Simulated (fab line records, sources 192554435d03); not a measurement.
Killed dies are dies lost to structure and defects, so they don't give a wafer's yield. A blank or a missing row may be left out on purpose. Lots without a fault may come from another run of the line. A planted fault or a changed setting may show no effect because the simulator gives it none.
Split-lot experiment | flow n5_finfet | 7 lots, 21 wafers read, on a route of 1938 steps

THE SPLIT
At N5_BEOL_M12_ETCH_59 (etches BARC in N2/H2, target depth 89 nm, overetch 26.7 nm, time 67.9 s), the setting bias_w was moved away from the recipe's 150 W on 7 of the 21 wafers read, by -10.6% to +12.9%. The other wafers ran this setting at the recipe's value.

The reading is taken at the split's own step.

THE READING
rf_vpp_V, in V, at N5_BEOL_M12_ETCH_59 (etches BARC in N2/H2, target depth 89 nm, overetch 26.7 nm, time 67.9 s). Fault-free wafers of this fab line usually give 523.8 V, standard deviation 2.9 V.

wafer  | tool, chamber at the split | bias_w as run, W | against the recipe | rf_vpp_V, V | against lot-mates on the recipe
L074.1 | rie_diel-03, 2             | 169.3            | +12.9%             | 561.6       | +34.2
L074.3 | rie_diel-03, 0             | 150              | recipe             | 529.0       | -
L074.5 | rie_diel-03, 1             | 150              | recipe             | 525.8       | -
L076.1 | rie_diel-01, 3             | 150              | recipe             | 520.7       | -
L076.4 | rie_diel-01, 1             | 150              | recipe             | 521.8       | -
L076.5 | rie_diel-01, 1             | 150              | recipe             | 521.6       | -
L077.1 | rie_diel-04, 1             | 150              | recipe             | 525.9       | -
L077.4 | rie_diel-04, 1             | 150              | recipe             | 524.5       | -
L077.5 | rie_diel-04, 0             | 166.5            | +11.0%             | 557.3       | +32.1
L080.1 | rie_diel-04, 2             | 150              | recipe             | 519.5       | -
L080.2 | rie_diel-04, 3             | 150              | recipe             | 527.3       | -
L080.6 | rie_diel-04, 3             | 150              | recipe             | 528.3       | -
L082.1 | rie_diel-01, 1             | 150              | recipe             | 522.2       | -
L082.4 | rie_diel-01, 2             | 150              | recipe             | 518.7       | -
L082.6 | rie_diel-01, 3             | 134.1            | -10.6%             | 485.2       | -35.3
L083.4 | rie_diel-04, 3             | 165              | +10.0%             | 560.5       | +41.2
L083.5 | rie_diel-04, 1             | 165              | +10.0%             | 556.8       | +37.5
L083.6 | rie_diel-04, 2             | 150              | recipe             | 519.3       | -
L086.3 | rie_diel-01, 2             | 150              | recipe             | 520.9       | -
L086.4 | rie_diel-01, 1             | 138.6            | -7.6%              | 495.8       | -25.1
L086.5 | rie_diel-01, 0             | 138.6            | -7.6%              | 499.6       | -21.3

THE FIT
A straight line over all 21 wafers: rf_vpp_V changes by +3.32 V for each +1% of bias_w; r = +0.99; the points scatter about the line by 3.4 V.
The same after taking each lot's own level away (the mean of its wafers on the recipe; 21 wafers): +3.22 V for each +1%; r = +0.98; scatter 3.6 V.
On that fit, the largest move of bias_w shifts the reading by 41 V.
The lots' own levels span 519.30 to 527.40 V, that is 2.8 times the standard deviation above.
So the lot-to-lot level changes the slope little: the two slopes agree.
Check: with one of the wafers moved furthest among these (+12.9%) left out of the fit, the line predicts +44.3 V for it against its lot-mates. It came out at +34.2 V against them.
Tool readings at the split's step, against how far the setting was moved: rf_vpp_V r = +0.99.

THE FILE'S OWN FIT
rf_vpp_V changes by +3.12 V for each +1% of bias_w, r = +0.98.
